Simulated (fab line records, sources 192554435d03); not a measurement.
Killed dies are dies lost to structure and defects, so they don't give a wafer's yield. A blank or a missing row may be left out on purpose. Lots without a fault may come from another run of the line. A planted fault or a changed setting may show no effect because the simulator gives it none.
Chamber matching | flow n5_finfet | N5_MOL_CONTACT_COAG_ALD_123 on ald_sin-02: 4 sister chambers
The step deposits SiNx, target thk 5 nm, pulse time 1 s, purge time 2 s. 4 wafers are shown with their chamber, then 7 later ones without.

WAFERS WITH THEIR CHAMBER
wafer  | chamber | heater_power_w (W)
L084.1 | 2       | 776
L084.3 | 0       | 932
L085.5 | 3       | 740
L093.3 | 1       | 885

WAFERS WITHOUT THEIR CHAMBER
wafer  | heater_power_w (W)
L093.4 | 766
L096.2 | 917
L096.3 | 795
L096.5 | 779
L097.1 | 727
L097.4 | 933
L097.5 | 715

WHICH CHAMBER EACH WENT THROUGH
wafer  | from the rows above     | in truth
L093.4 | can't be placed: 2 or 3 | 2
L096.2 | can't be placed: 0 or 1 | 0
L096.3 | 2                       | 2
L096.5 | 2                       | 2
L097.1 | 3                       | 3
L097.4 | 0                       | 0
L097.5 | 3                       | 3
Placed correctly: 5 of 7. Can't be placed from these rows: 2 (the true chamber is among the candidates in 2). Placed wrongly: 0.
How it was worked out, from the rows above alone: a wafer's distance from a chamber is the root of the sum, over the readings, of the square of ((its reading less the chamber's mean) divided by the reading's scatter). The wafer belongs to the nearest chamber; if the next one is less than 2 further off, it can't be placed. A chamber's mean is the mean of its shown wafers. The scatter: with one shown wafer a chamber, the root of the mean of the squares of how far each hidden wafer lies from its nearest shown one.
